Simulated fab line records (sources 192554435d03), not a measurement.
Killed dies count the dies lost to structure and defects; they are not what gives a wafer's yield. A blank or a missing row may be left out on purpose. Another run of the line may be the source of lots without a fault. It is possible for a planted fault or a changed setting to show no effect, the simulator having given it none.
Comparing a struck lot with a sound one -- flow n5_finfet -- 15 steps out of a route of 1938
Sound: wafers L623.1, L623.4, L623.6. Struck: wafers L643.2, L643.4, L643.6. The cause is named last.
For every step that has rows: the tool of each side, followed by ch and its chambers, followed by its first start. Under that, the readings that differ: sound wafers -- struck wafers -- difference of the means -- sigmas: that difference in standard deviations of wafers without a fault.
alike: a reading whose means differ by less than 2 such deviations, as well as words and numbers matching on both sides. not compared: withheld readings; readings where some wafer has no value; bounds like >300 that might hide an equal value; numbers whose values overlap and for which the record gives no deviation.
Wherever a step has rows on one side only, a row that says differs or no value, or a row with sigmas, the two part there. Non-overlapping numbers with no deviation appear without sigmas and do not part them. Lack of a reading on every wafer of one side parts them only where that side has two or more wafers.

first, 2 steps without rows for these wafers: N5_ILD0_FCVD_FILL_01 (material SiO2 flowable, target thk 200 nm, time 328.3 s); N5_ILD0_CURE_02 (time 1800 s).
N5_ILD0_CMP_03: polishes, stops on SiNx, t overpolish 1.9 s, target thk 197.38 nm.
  sound on cmp-01 ch 1,2,3, day 3 14:23; struck on cmp-02 ch 0,1, day 8 13:38
  alike: motor_current_A, overpolish_run_s, slurry_flow_ml_min, time_to_endpoint_s
N5_ILD0_THK_MEAS_04:
  struck on film_metro-01, day 8 13:55; sound on film_metro-01, day 3 14:40
  alike: thk_nm
N5_ILD0_CMP_07: polishes SiO2 flowable, stops on poly-Si, t overpolish 1.18 s, target thk 138.88 nm.
  sound on cmp-01 ch 0,2, day 3 14:50; struck on cmp-02 ch 0,3, day 8 13:59
  alike: motor_current_A, slurry_flow_ml_min
N5_ILD0_THK_MEAS_08:
  struck on film_metro-02, day 8 14:15; sound on film_metro-02, day 3 15:07
  alike: thk_nm
then, 1 step without rows for these wafers: N5_ILD0_PRECLEAN_10 (cleans in NF3:NH3, afs cycles 5, time 20 s, sublimation time 60 s).
N5_ILD0_ALD_15: deposits SiNx, target thk 24 nm, pulse time 1 s, ald cycles 480.
  sound on ald_sin-02 ch 0,1,3, day 3 15:50; struck on ald_sin-01 ch 0,1,2, day 8 14:58
  alike: heater_power_w, precursor_pulse_height_rel
N5_ILD0_CMP_12: polishes SiNx, stops on poly-Si, t overpolish 6 s, target thk 17.67 nm.
  sound on cmp-01 ch 0,1,3, day 3 18:08; struck on cmp-02 ch 0,1,3, day 8 17:12
  alike: motor_current_A, overpolish_run_s, slurry_flow_ml_min, time_to_endpoint_s
N5_ILD0_THK_MEAS_13:
  struck on film_metro-02, day 8 17:28; sound on film_metro-01, day 3 18:23
  alike: thk_nm
N5_ILD0_INSPECT_06: inspects for defects (darkfield).
  struck on defect_inspect-01, day 8 17:29; sound on defect_inspect-02, day 3 18:25
  alike: raw_defect_count
N5_SDB_HM_DEP_00: deposits SiNx from SiH4/NH3/N2, target thk 40 nm, time 35.3 s.
  sound on pecvd-02 ch 0,1, day 3 18:27; struck on pecvd-02 ch 0,1, day 8 17:31
  alike: heater_power_w, showerhead_plenum_p_Torr, throttle_valve_pct
N5_SDB_COAT_03: time 60 s, resist thk 100 nm.
  sound on litho_track-05 ch 0, day 3 18:32; struck on litho_track-05 ch 0, day 8 17:37
reading,sound,struck,difference,sigmas
heater_power_total_W (W),497.4 501.8 500.7,524.7 521.3 525.0,+23.7,+13
plate_temp_C (C),249.94 249.84 249.78,259.73 260.00 259.78,+9.98,+59
then, 1 step without rows for these wafers: N5_SDB_COAT_04 (time 60 s, resist thk 18 nm).
-- the record jumps here: 10 days lie between the struck wafers' starts before and after (it left off in module SDB and takes up again in module PASSIVATION, whose first step shown is number 1936 of the route) --
N5_PASSIVATION_PROBE_49:
  struck on prober-02, day 18 21:41; sound on prober-01, day 12 21:59
  alike: killed_at_M0_to_M3, killed_at_M4_up, killed_at_contacts, killed_at_front_end, killed_at_other, killed_dies, killed_open, killed_short

## WHERE THEY PART
Only at N5_SDB_COAT_03, within this record. Later steps at which nothing parts them and some readings are alike: N5_PASSIVATION_PROBE_49.

WHY: whatever the simulator had introduced
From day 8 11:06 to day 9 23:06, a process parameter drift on litho_track-05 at N5_SDB_COAT_03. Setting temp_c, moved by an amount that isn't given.
